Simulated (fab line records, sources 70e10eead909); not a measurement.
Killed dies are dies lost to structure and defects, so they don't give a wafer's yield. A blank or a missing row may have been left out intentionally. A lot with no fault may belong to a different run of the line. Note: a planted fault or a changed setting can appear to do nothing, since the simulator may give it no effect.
fab line records | flow nand_harc
[record] lots = 13 | wafers = 39 | last_day = 33
route steps=1302 shown A_WL_FILL@956 A_BONDPAD@1219 END@1302
lots that met no fault: from a run of the same line without faults
start_h: hours from the record's first day to the start of the lot's first wafer shown | wait_h: hours since the lot's step before | " repeats the value in the row above | L1.1+2: a single row standing in for several wafers | - either no value or no given start | * or withheld: withheld | < > ~ a bound
route shown NAME@n: a module of which the file shows steps, and the number in the route of the first | usual: mean/standard deviation taken from wafers without a fault | same: alike in all rows | chamber/n: place in a boat | sites: the reading at each site | _std_site: standard deviation of those values | _edge_site: the outer-site mean with the inner-site mean subtracted | radius_mm: for every site, how far away it sits from the centre of the wafer | mask NAME#n: copy n | behind: the most recent tool/chamber to have shaped the wafer | hold: what put the lot on hold/how long, in hours/how the hold closed | device: names the non-switching transistor (n, p or np) | end of line: the same wafers' tests at the end of the route | for a step that has no rows: nothing shown but its recipe | killed: dies lost to structure and defects at the first sort, not the wafer's yield | map: the dies of a wafer, with x for killed, . for not killed, _ for no die there
set.NAME: the setting as run; set.NAME@STEP: as run at that earlier step | model.NAME: the simulator's own value behind a step, which no gauge read
the route's steps for a sample of lots (tables are steps, rows are wafers)
services: when a tool's chamber went out of use (start_h, in hours from the record's first day, below 0 if earlier), for how many hours, and the reason
[[steps]]
[step NHARC_A_WL_FILL_CVD_03]
[recipe] target_thk_a = 400 | temp_c = 300 | pressure_torr = 40 | wf6_flow_sccm = 40 | h2_flow_sccm = 1600 | ar_flow_sccm = 1560 | time_s = 279 | material = W
[usual] chamber_pressure_Torr = 40.00/0.079 | heater_power_w = 485/66 | mfc_wf6_sccm = 39.95/0.11 | throttle_valve_pct = 7.94/0.26
lot.wafer | tool     | chamber | start_h | wait_h | chamber_pressure_Torr | heater_power_w | mfc_wf6_sccm | since_wet_clean_h | throttle_valve_pct
L734.3    | cvd_w-01 | 0       | 458.59  | 0.2    | 40.12                 | 403            | 39.97        | -                 | 7.71
L734.6    | "        | 1       | "       | "      | 39.85                 | 584            | 39.98        | -                 | 7.54
L734.5    | "        | 0       | "       | "      | 40.03                 | 406            | 40.08        | -                 | 7.70
L731.3    | cvd_w-02 | 1       | 462.18  | 0.2    | 39.95                 | 472            | 40.03        | -                 | 8.08
L731.4    | "        | 0       | "       | "      | 39.93                 | 536            | 40.04        | -                 | 7.78
L731.5    | "        | 0       | "       | "      | 39.91                 | 541            | 39.97        | -                 | 7.87
L735.1    | cvd_w-01 | 0       | 491.38  | 0.1    | 40.03                 | 412            | 40.07        | 136               | 7.71
L735.2    | "        | 1       | "       | "      | 39.94                 | 581            | 39.81        | 136               | 8.19
L735.5    | "        | 0       | "       | "      | 40.00                 | 401            | 39.95        | -                 | 7.90
L739.2    | cvd_w-02 | 0       | 525.15  | 0.2    | 39.84                 | 530            | 39.90        | 86                | 7.78
L739.3    | "        | 1       | "       | "      | 40.01                 | 482            | 40.05        | -                 | 8.26
L739.4    | "        | 0       | "       | "      | 40.07                 | 533            | 39.82        | -                 | 7.93
L742.2    | cvd_w-02 | 1       | 540.73  | 0.2    | 40.03                 | 482            | 40.04        | 101               | 8.28
L742.4    | "        | 1       | "       | "      | 40.04                 | 483            | 40.00        | -                 | 8.16
L742.6    | "        | 0       | "       | "      | 40.11                 | 545            | 39.89        | -                 | 8.27
L743.2    | cvd_w-01 | 1       | 545.61  | 0.1    | 40.07                 | 540            | 39.87        | 9                 | 7.63
L743.1    | "        | 0       | "       | "      | 39.96                 | 400            | 39.92        | 9                 | 7.39
L743.6    | "        | 1       | "       | "      | 40.01                 | 551            | 39.98        | -                 | 7.77
L744.2    | cvd_w-01 | 1       | 553.25  | 0.1    | 39.98                 | 548            | 39.81        | 17                | 7.58
L744.1    | "        | 0       | "       | "      | 40.12                 | 385            | 39.99        | 17                | 7.61
L744.5    | "        | 1       | "       | "      | 40.00                 | 549            | 39.78        | -                 | 7.74
L746.1    | cvd_w-02 | 0       | 585.51  | 0.1    | 40.01                 | 533            | 40.16        | 146               | 8.18
L746.4    | "        | 1       | "       | "      | 39.99                 | 490            | 39.92        | -                 | 8.04
L746.5    | "        | 0       | "       | "      | 39.87                 | 538            | 40.12        | -                 | 8.01
L747.2    | cvd_w-02 | 1       | 594.39  | 0.1    | 40.00                 | 474            | 40.01        | 155               | 8.36
L747.1    | "        | 0       | "       | "      | 39.97                 | 536            | 39.67        | 155               | 8.17
L747.5    | "        | 1       | "       | "      | 40.18                 | 476            | 39.95        | -                 | 8.09
L749.1    | cvd_w-01 | 0       | 615.66  | 0.1    | 40.09                 | 384            | 39.99        | 79                | 7.82
L749.2    | "        | 0       | "       | "      | 40.01                 | 387            | 39.79        | -                 | 7.68
L749.5    | "        | 0       | "       | "      | 39.98                 | 389            | 39.89        | -                 | 7.49
L750.2    | cvd_w-01 | 0       | 616.37  | 0.6    | 39.92                 | 399            | 40.02        | -                 | 7.32
L750.5    | "        | 0       | "       | "      | 39.92                 | 378            | 39.92        | -                 | 7.42
L750.6    | "        | 0       | "       | "      | 39.92                 | 391            | 40.04        | -                 | 7.46
L751.1    | cvd_w-01 | 0       | 650.70  | 0.1    | 39.94                 | 395            | 39.97        | 114               | 8.05
L751.2    | "        | 1       | "       | "      | 39.92                 | 558            | 40.06        | 114               | 8.08
L751.6    | "        | 0       | "       | "      | 39.98                 | 395            | 40.15        | -                 | 7.75
L753.1    | cvd_w-01 | 1       | 676.14  | 0.1    | 39.95                 | 541            | 40.05        | 140               | 7.64
L753.4    | "        | 0       | "       | "      | 39.93                 | 387            | 39.84        | -                 | 7.71
L753.3    | "        | 1       | "       | "      | 40.06                 | 555            | 40.03        | -                 | 7.99
[step NHARC_A_BONDPAD_ETCH_34]
[recipe] target_depth_a = 600 | overetch_a = 180 | time_s = 65.91 | ion_energy_ev = 200 | n2_flow_sccm = 150 | h2_flow_sccm = 150 | ar_flow_sccm = 0 | rf_w = 400 | bias_w = 150 | chemistry = N2/H2
[usual] chamber_pressure_mTorr = 30.00/0.037 | drypump_motor_current_A = 6.0/0.44 | h2_flow_sccm = 150.0/0.48 | oes_product_au = 1.001/0.0073 | rf_vpp_V = 430.6/2.6 | showerhead_plenum_p_Torr = 2.04/0.092 | throttle_valve_pct = 14.169/0.0089
lot.wafer | tool        | chamber | start_h | wait_h | chamber_pressure_mTorr | drypump_motor_current_A | h2_flow_sccm | oes_product_au | rf_hours_counter_h | rf_vpp_V | showerhead_plenum_p_Torr | throttle_valve_pct
L734.3    | rie_diel-07 | 2       | 523.57  | 0.1    | 29.96                  | 6.0                     | 149.7        | 1.010          | 12                 | 428.8    | 2.00                     | 14.171
L734.5    | "           | 2       | "       | "      | 29.96                  | 6.0                     | 149.7        | 1.003          | -                  | 430.3    | 2.00                     | 14.180
L734.6    | "           | 0       | "       | "      | 30.02                  | 5.9                     | 149.4        | 1.002          | -                  | 433.6    | 2.21                     | 14.166
L731.3    | rie_diel-02 | 0       | 525.11  | 0.1    | 29.98                  | 6.8                     | 149.5        | 1.008          | 4                  | 429.3    | 2.02                     | 14.175
L731.4    | "           | 3       | "       | "      | 30.00                  | 6.2                     | 149.8        | 1.020          | 4                  | 432.7    | 2.07                     | 14.180
L731.5    | "           | 0       | "       | "      | 30.00                  | 6.8                     | 149.8        | 1.001          | -                  | 429.3    | 2.02                     | 14.154
L735.1    | rie_diel-03 | 0       | 554.70  | 0.1    | 29.98                  | 5.2                     | 149.6        | 1.009          | 38                 | 428.3    | 1.94                     | 14.181
L735.2    | "           | 1       | "       | "      | 30.07                  | 5.9                     | 149.7        | 0.997          | 34                 | 428.6    | 1.92                     | 14.167
L735.5    | "           | 2       | "       | "      | 30.02                  | 5.0                     | 149.0        | 0.998          | -                  | 433.4    | 2.15                     | 14.174
L739.3    | rie_diel-02 | 1       | 591.07  | 0.1    | 30.03                  | 6.2                     | 150.2        | 0.994          | 1                  | 433.3    | 2.11                     | 14.153
L739.2    | "           | 2       | "       | "      | 30.00                  | 5.4                     | 150.1        | 0.989          | 1                  | 429.0    | 1.94                     | 14.173
L739.4    | "           | 3       | "       | "      | 30.00                  | 6.2                     | 150.2        | 0.980          | 1                  | 430.9    | 2.07                     | 14.159
L742.2    | rie_diel-02 | 1       | 611.45  | 0.1    | 29.99                  | 6.2                     | 150.5        | 1.001          | 2                  | 433.1    | 2.11                     | 14.159
L742.4    | "           | 2       | "       | "      | 30.01                  | 5.4                     | 150.2        | 1.006          | 1                  | 428.0    | 1.94                     | 14.168
L742.6    | "           | 2       | "       | "      | 29.97                  | 5.4                     | 150.6        | 1.008          | -                  | 428.5    | 1.94                     | 14.159
L743.1    | rie_diel-07 | 2       | 617.60  | 0.1    | 30.05                  | 6.0                     | 150.8        | 1.009          | 29                 | 428.6    | 1.99                     | 14.157
L743.2    | "           | 3       | "       | "      | 30.00                  | 5.6                     | 150.0        | 1.008          | 32                 | 426.1    | 1.89                     | 14.181
L743.6    | "           | 0       | "       | "      | 30.03                  | 5.9                     | 150.1        | 1.005          | -                  | 435.3    | 2.21                     | 14.169
L744.1    | rie_diel-02 | 3       | 625.59  | 0.1    | 29.97                  | 6.2                     | 151.0        | 1.004          | 2                  | 431.1    | 2.07                     | 14.174
L744.2    | "           | 0       | "       | "      | 30.00                  | 6.8                     | 149.9        | 0.994          | 2                  | 430.8    | 2.02                     | 14.151
L744.5    | "           | 3       | "       | "      | 30.02                  | 6.2                     | 150.2        | 0.999          | -                  | 430.0    | 2.07                     | 14.175
L746.1    | rie_diel-02 | 1       | 652.63  | 0.1    | 30.04                  | 6.2                     | 150.4        | 1.020          | 3                  | 432.0    | 2.11                     | 14.161
L746.4    | "           | 0       | "       | "      | 29.98                  | 6.8                     | 149.0        | 1.003          | 3                  | 429.8    | 2.02                     | 14.180
L746.5    | "           | 2       | "       | "      | 29.99                  | 5.4                     | 150.0        | 1.007          | -                  | 425.8    | 1.94                     | 14.174
L747.1    | rie_diel-07 | 2       | 662.32  | 0.2    | 29.98                  | 6.0                     | 149.4        | 1.006          | 5                  | 429.8    | 1.99                     | 14.171
L747.2    | "           | 3       | "       | "      | 29.95                  | 5.6                     | 149.9        | 1.003          | 5                  | 426.0    | 1.88                     | 14.171
L747.5    | "           | 3       | "       | "      | 30.01                  | 5.5                     | 150.1        | 1.007          | -                  | 426.3    | 1.88                     | 14.167
L750.2    | rie_diel-02 | 1       | 680.08  | 0.1    | 29.99                  | 6.2                     | 150.4        | 1.007          | 4                  | 432.5    | 2.11                     | 14.151
L750.5    | "           | 0       | "       | "      | 29.98                  | 6.8                     | 149.9        | 0.990          | -                  | 430.8    | 2.02                     | 14.158
L750.6    | "           | 1       | "       | "      | 30.00                  | 6.2                     | 150.8        | 1.016          | -                  | 432.7    | 2.11                     | 14.181
L749.1    | rie_diel-07 | 2       | 680.88  | 0.1    | 29.97                  | 6.0                     | 150.5        | 1.007          | 7                  | 427.4    | 1.99                     | 14.177
L749.2    | "           | 3       | "       | "      | 30.04                  | 5.5                     | 150.1        | 0.997          | 7                  | 425.9    | 1.88                     | 14.167
L749.5    | "           | 2       | "       | "      | 29.97                  | 6.0                     | 149.9        | 0.994          | -                  | 430.1    | 1.99                     | 14.162
L751.2    | rie_diel-02 | 1       | 710.84  | 0.1    | 29.99                  | 6.3                     | 150.4        | 1.007          | 5                  | 433.7    | 2.11                     | 14.178
L751.1    | "           | 3       | "       | "      | 29.97                  | 6.2                     | 150.4        | 0.996          | 4                  | 432.5    | 2.07                     | 14.171
L751.6    | "           | 2       | "       | "      | 30.01                  | 5.4                     | 150.2        | 0.999          | -                  | 427.8    | 1.93                     | 14.167
L753.4    | rie_diel-02 | 3       | 740.98  | 0.1    | 29.99                  | 6.2                     | 149.8        | 1.007          | 0                  | 430.3    | 2.07                     | 14.177
L753.1    | "           | 0       | "       | "      | 29.99                  | 6.8                     | 149.8        | 1.004          | 0                  | 428.6    | 2.02                     | 14.189
L753.3    | "           | 2       | "       | "      | 29.97                  | 5.4                     | 149.3        | 0.994          | 0                  | 429.5    | 1.93                     | 14.167
[step NHARC_A_BONDPAD_PRE_CLEAN_26]
[recipe] time_s = 30 | temp_c = 280 | gas = H2/He
[usual] heater_power_w = 401/50
lot.wafer | tool           | chamber | start_h | wait_h | heater_power_w
L734.3    | pvd_sputter-03 | -       | -       | -      | 468
L734.5    | "              | -       | "       | "      | 335
L734.6    | "              | -       | "       | "      | 461
L731.3    | pvd_sputter-03 | -       | -       | -      | 478
L731.4    | "              | -       | "       | "      | 320
L731.5    | "              | -       | "       | "      | 402
L735.2    | pvd_sputter-01 | -       | -       | -      | 400
L735.1    | "              | -       | "       | "      | 390
L735.5    | "              | -       | "       | "      | 376
L739.3    | pvd_sputter-03 | -       | -       | -      | 473
L739.4    | "              | -       | "       | "      | 445
L739.2    | "              | -       | "       | "      | 327
L742.4    | pvd_sputter-02 | -       | -       | -      | 366
L742.2    | "              | -       | "       | "      | 407
L742.6    | "              | -       | "       | "      | 355
L743.2    | pvd_sputter-03 | -       | -       | -      | 448
L743.1    | "              | -       | "       | "      | 383
L743.6    | "              | -       | "       | "      | 454
L744.1    | pvd_sputter-03 | -       | -       | -      | 388
L744.2    | "              | -       | "       | "      | 442
L744.5    | "              | -       | "       | "      | 450
L746.4    | pvd_sputter-02 | -       | -       | -      | 334
L746.1    | "              | -       | "       | "      | 417
L746.5    | "              | -       | "       | "      | 399
L747.1    | pvd_sputter-03 | -       | -       | -      | 396
L747.2    | "              | -       | "       | "      | 456
L747.5    | "              | -       | "       | "      | 391
L750.2    | pvd_sputter-02 | -       | -       | -      | 410
L750.5    | "              | -       | "       | "      | 424
L750.6    | "              | -       | "       | "      | 326
L749.1    | pvd_sputter-02 | -       | -       | -      | 410
L749.2    | "              | -       | "       | "      | 370
L749.5    | "              | -       | "       | "      | 322
L751.1    | pvd_sputter-02 | -       | -       | -      | 319
L751.2    | "              | -       | "       | "      | 423
L751.6    | "              | -       | "       | "      | 327
L753.4    | pvd_sputter-03 | -       | -       | -      | 461
L753.3    | "              | -       | "       | "      | 365
L753.1    | "              | -       | "       | "      | 393
[step NHARC_END_SORT_01]
[recipe] temp_c = 25
[usual] killed_at_array = 47/14 | killed_at_other = 0.5/0.72 | killed_at_periphery = 4/3.1 | killed_dies = 52/15 | killed_open = 3.2/1.9 | killed_short = 2.4/1.7
[same] gross_dies = 677
lot.wafer | tool      | chamber | start_h | wait_h | killed_at_array | killed_at_other | killed_at_periphery | killed_dies | killed_open | killed_short
L743.1    | prober-01 | 0       | 750.85  | 2.4    | 104             | 0               | 8                   | 112         | 1           | 1
L743.2    | prober-01 | 0       | 751.65  | 2.8    | 105             | 0               | 3                   | 108         | 3           | 0
L743.6    | prober-01 | 0       | 754.85  | 4.0    | 124             | 0               | 9                   | 133         | 5           | 0
L742.4    | prober-01 | 0       | 761.09  | 3.4    | 41              | 2               | 3                   | 46          | 1           | 0
L742.6    | prober-01 | 0       | 762.68  | 4.0    | 45              | 0               | 4                   | 49          | 1           | 4
L744.1    | prober-02 | 0       | 761.09  | 2.5    | 95              | 0               | 4                   | 99          | 5           | 2
L744.2    | prober-02 | 0       | 761.89  | 2.8    | 126             | 0               | 3                   | 129         | 1           | 0
L744.5    | prober-02 | 0       | 764.27  | 3.7    | 106             | 0               | 1                   | 107         | 2           | 2
// killed by level:class
L743.1 A_WL_FILL:unspecified=63 A_CHANNEL_HOLE_D1:chamber_film_flake=33 P_CONTACT:chamber_film_flake=4 A_M0:chamber_film_flake=3 P_ZERO_WELL:chamber_film_flake=2 P_CONTACT:geometric_particle:open=1 A_CHANNEL_FILL_D1:geometric_particle:short=1 P_STI:chamber_film_flake=1
L743.2 A_WL_FILL:unspecified=73 A_CHANNEL_HOLE_D1:chamber_film_flake=20 A_SLIT:chamber_film_flake=3 A_WL_FILL:chamber_film_flake=3 P_M2:geometric_particle:open=1 A_ONON_D1:geometric_particle:open=1 A_STAIRCASE:geometric_particle:open=1 P_ZERO_WELL:chamber_film_flake=1
L743.6 A_WL_FILL:unspecified=85 A_CHANNEL_HOLE_D1:chamber_film_flake=29 P_CONTACT:chamber_film_flake=4 P_ZERO_WELL:chamber_film_flake=3 A_CONTACT:geometric_particle:open=2 A_WL_FILL:chamber_film_flake=2 P_M2:geometric_particle:open=1 A_SOURCE_PLATE:geometric_particle:open=1
L742.4 A_SLIT:chamber_film_flake=31 A_CHANNEL_HOLE_D2:chamber_film_flake=5 P_CONTACT:chamber_film_flake=2 A_CHANNEL_HOLE_D1:chamber_film_flake=2 A_CONTACT:chamber_film_flake=2 THIN_TSV:chamber_film_flake=2 P_CONTACT:geometric_particle:open=1 A_ZERO_WELL:chamber_film_flake=1
L744.1 A_WL_FILL:unspecified=64 A_SLIT:chamber_film_flake=16 A_CHANNEL_HOLE_D1:chamber_film_flake=3 A_CHANNEL_FILL_D1:chamber_film_flake=3 A_M1:chamber_film_flake=3 A_ONON_D2:geometric_particle:open=2 P_CONTACT:geometric_particle:open=1 P_M0:geometric_particle:open=1
L744.2 A_WL_FILL:unspecified=90 A_SLIT:chamber_film_flake=21 A_CHANNEL_HOLE_D1:chamber_film_flake=5 A_CONTACT:chamber_film_flake=5 P_BONDPAD:chamber_film_flake=2 A_CHANNEL_FILL_D1:geometric_particle:open=1 P_ZERO_WELL:chamber_film_flake=1 A_CHANNEL_FILL_D1:chamber_film_flake=1
L742.6 A_SLIT:chamber_film_flake=25 A_CHANNEL_HOLE_D2:chamber_film_flake=6 A_CHANNEL_HOLE_D1:chamber_film_flake=3 P_ZERO_WELL:chamber_film_flake=2 P_CONTACT:chamber_film_flake=2 A_ZERO_WELL:chamber_film_flake=2 A_CONTACT:chamber_film_flake=2 A_CHANNEL_FILL_D1:geometric_particle:short=1
L744.5 A_WL_FILL:unspecified=77 A_SLIT:chamber_film_flake=8 A_CHANNEL_HOLE_D1:chamber_film_flake=5 A_WL_FILL:chamber_film_flake=4 A_CONTACT:chamber_film_flake=4 A_CHANNEL_FILL_D1:chamber_film_flake=2 A_STAIRCASE:chamber_film_flake=2 P_CONTACT:geometric_particle:short=1
[[services]]
tool           | chamber | start_h | hours | kind
pvd_sputter-02 | -       | 436.10  | 10.0  | pm
cvd_w-01       | -       | 437.43  | 2.2   | repair
cvd_w-01       | -       | 443.92  | 1.1   | repair
rie_diel-02    | 1       | 496.66  | 2.4   | repair
rie_diel-02    | -       | 497.31  | 0.4   | repair
rie_diel-02    | 2       | 501.78  | 12.5  | repair
pvd_sputter-03 | -       | 502.00  | 10.0  | pm
pvd_sputter-02 | -       | 518.38  | 8.6   | repair
cvd_w-01       | -       | 523.54  | 13.0  | pm
pvd_sputter-03 | -       | 546.45  | 0.7   | repair
rie_diel-02    | -       | 546.70  | 9.0   | pm
cvd_w-02       | -       | 590.55  | 0.9   | repair
rie_diel-02    | 1       | 592.77  | 2.6   | repair
pvd_sputter-03 | -       | 599.95  | 7.5   | repair
rie_diel-02    | -       | 600.23  | 2.8   | repair
cvd_w-01       | 1       | 609.48  | 10.9  | repair
pvd_sputter-03 | -       | 629.89  | 4.8   | repair
cvd_w-01       | 0       | 653.28  | 11.5  | repair
pvd_sputter-03 | -       | 680.00  | 10.0  | pm
cvd_w-01       | -       | 704.54  | 13.0  | pm
rie_diel-02    | 2       | 706.85  | 2.0   | repair
pvd_sputter-03 | -       | 709.45  | 0.8   | repair
rie_diel-02    | 3       | 721.65  | 12.4  | repair
rie_diel-02    | -       | 723.70  | 9.0   | pm
[[key]]
[first_sign] step = NHARC_END_SORT_01 | reading = killed_at_array | direction = up | sigmas = 4.4 | usual = 47 | struck = 110
[effect] step = NHARC_END_SORT_01 | reading = killed_dies | direction = up | sigmas = 4.1 | usual = 52 | struck = 115
[more_kills_born_at] NHARC_A_WL_FILL_CVD_03@cvd_w-01 = 452
met_at NHARC_A_WL_FILL_CVD_03
struck_lots L743,L744
tester_left_out L743,L744
not_acting_at NHARC_A_BONDPAD_ETCH_34,NHARC_A_BONDPAD_PRE_CLEAN_26
onset_between 491.38 545.61
[fault] kind = chamber_particle_source | tool = cvd_w-01 | chamber = - | onset_h = 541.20 | steps = NHARC_A_WL_FILL_CVD_03 | rate_per_visit_cm2 = 0.59926 | end_h = 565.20
// tester_left_out: of these lots the tester's yield and bins aren't shown, on N5 and GAA mostly nor the transistor test; their killed dies are dies lost to structure and defects alone, not to doping, threshold or leakage, so they don't give the yield
